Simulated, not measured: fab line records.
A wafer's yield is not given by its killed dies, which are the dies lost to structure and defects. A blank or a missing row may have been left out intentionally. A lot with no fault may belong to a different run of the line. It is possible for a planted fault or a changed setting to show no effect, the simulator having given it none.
Check of tool commonality	flow nand_harc	12 lots, 36 wafers sampled

WHY IT WAS OPENED
At NHARC_A_WL_FILL_INSPECT_15 the reading raw_defect_count is flagged on 2 of 12 lots. Wafers without a fault read 367, standard deviation 120.
Rule: a lot is flagged in two cases, either no wafer of it has a number, or all its wafers with numbers fall more than 4 standard deviations from that mean. The other lots count as sound.

lot	measured	on	raw_defect_count, wafer by wafer	flag
L635	day 16 01:08	defect_inspect-01	731 430 386	
L634	day 16 03:02	defect_inspect-01	429 524 441	
L637	day 16 16:20	defect_inspect-02	415 467 384	
L638	day 17 01:55	defect_inspect-01	294 310 230	
L646	day 19 03:22	defect_inspect-02	2416 2323 2262	FLAGGED
L649	day 19 12:33	defect_inspect-02	2310 2178 2241	FLAGGED
L651	day 19 23:04	defect_inspect-02	300 491 280	
L653	day 20 12:58	defect_inspect-02	477 319 389	
L652	day 20 13:25	defect_inspect-02	356 292 397	
L654	day 21 01:55	defect_inspect-01	624 370 428	
L655	day 22 09:37	defect_inspect-02	445 329 229	
L656	day 22 11:10	defect_inspect-02	291 303 377	
Average over the flagged lots: 2288; offset from the usual +1921, equal to +16 standard deviations.

WHICH TOOL EACH LOT WENT THROUGH
3 process steps preceding the reading are held in the record, out of 1159 steps in the route. Cell contents, in order: the tool; ch with the chambers the sampled wafers went through; the start.
lot	flag	NHARC_A_WL_FILL_CVD_03	NHARC_A_WL_FILL_STRIP_27	NHARC_A_WL_FILL_CMP_12
L635		cvd_w-02 ch 1, day 15 02:38	plasma_asher-01 ch 0,1, day 15 06:18	cmp-01 ch 1,2,3, day 16 00:40
L634		cvd_w-02 ch 0,1, day 15 00:46	plasma_asher-01 ch 0,1, day 15 03:33	cmp-01 ch 0,3, day 16 02:35
L637		cvd_w-02 ch 1, day 15 13:34	plasma_asher-02 ch 0,1, day 15 17:16	cmp-04 ch 0,3, day 16 15:53
L638		cvd_w-01 ch 0,1, day 15 18:44	plasma_asher-01 ch 0,1, day 15 22:31	cmp-01 ch 0,2,3, day 17 01:26
L646	FLAGGED	cvd_w-01 ch 0,1, day 17 20:42	plasma_asher-02 ch 0,1, day 17 23:54	cmp-01 ch 0,2, day 19 02:55
L649	FLAGGED	cvd_w-01 ch 0,1, day 18 12:59	plasma_asher-01 ch 0,1, day 18 15:21	cmp-01 ch 0,2,3, day 19 12:07
L651		cvd_w-02 ch 0,1, day 18 23:07	plasma_asher-02 ch 0,1, day 19 01:55	cmp-01 ch 1,2, day 19 22:34
L653		cvd_w-01 ch 1, day 19 11:53	plasma_asher-02 ch 0,1, day 19 15:37	cmp-04 ch 0,3, day 20 12:29
L652		cvd_w-02 ch 0,1, day 19 13:01	plasma_asher-01 ch 0,1, day 19 15:49	cmp-01 ch 0,1,2, day 20 13:00
L654		cvd_w-01 ch 0,1, day 19 22:44	plasma_asher-02 ch 0,1, day 20 01:57	cmp-04 ch 1,2,3, day 21 01:27
L655		cvd_w-02 ch 0,1, day 21 05:30	plasma_asher-02 ch 0,1, day 21 08:43	cmp-01 ch 0,3, day 22 09:10
L656		cvd_w-02 ch 0, day 21 07:50	plasma_asher-02 ch 0,1, day 21 11:52	cmp-04 ch 1,2, day 22 10:41
What is done by these steps:
- NHARC_A_WL_FILL_CVD_03: deposits W, target thk 40 nm, time 3302 s.
- NHARC_A_WL_FILL_STRIP_27: strips in N2/H2, time 20 s.
- NHARC_A_WL_FILL_CMP_12: polishes, t overpolish 30 s, target thk 75 nm.
- NHARC_A_WL_FILL_INSPECT_15

FLAGGED AGAINST TOTAL, ONE TOOL AT A TIME (gauges that did the reading follow at the end)
step	tool	lots run	flagged	share of the flagged lots	sound lots run after its first flagged lot
NHARC_A_WL_FILL_CVD_03	cvd_w-01	5	2	all	2 (L653,L654)
NHARC_A_WL_FILL_CVD_03	cvd_w-02	7	0	none	-
NHARC_A_WL_FILL_STRIP_27	plasma_asher-01	5	1	some	1 (L652)
NHARC_A_WL_FILL_STRIP_27	plasma_asher-02	7	1	some	5 (L651,L653,L654,L655,L656)
NHARC_A_WL_FILL_CMP_12	cmp-01	8	2	all	3 (L651,L652,L655)
NHARC_A_WL_FILL_CMP_12	cmp-04	4	0	none	-
NHARC_A_WL_FILL_INSPECT_15	defect_inspect-01	4	0	none	-
NHARC_A_WL_FILL_INSPECT_15	defect_inspect-02	8	2	all	5 (L651,L653,L652,L655,L656)

WHAT THE TABLE ALLOWS
Every flagged lot was run by 3 rows of the table: cvd_w-01 at NHARC_A_WL_FILL_CVD_03, cmp-01 at NHARC_A_WL_FILL_CMP_12 and defect_inspect-02 at NHARC_A_WL_FILL_INSPECT_15.
- cvd_w-01 at NHARC_A_WL_FILL_CVD_03 ran 5 lots, 2 of them flagged. Lots that were sound ran on it after the first flagged one (L653, L654); a persistent fault on the entire tool would not allow that.
- cmp-01 at NHARC_A_WL_FILL_CMP_12 ran 8 lots, 2 of them flagged. Lots that were sound ran on it after the first flagged one (L651, L652, L655); a persistent fault on the entire tool would not allow that. On the flagged lots its readings are blank where sound lots have values: edge_zone_pressure_frac, motor_current_A, overpolish_run_s, time_to_endpoint_s.
- defect_inspect-02 at NHARC_A_WL_FILL_INSPECT_15 ran 8 lots, 2 of them flagged. Lots that were sound ran on it after the first flagged one (L651, L653, L652, L655, L656); a persistent fault on the entire tool would not allow that.
No row of the table ran every flagged lot and no sound lot after the first.

WHAT HAD BEEN PUT IN BY THE SIMULATOR
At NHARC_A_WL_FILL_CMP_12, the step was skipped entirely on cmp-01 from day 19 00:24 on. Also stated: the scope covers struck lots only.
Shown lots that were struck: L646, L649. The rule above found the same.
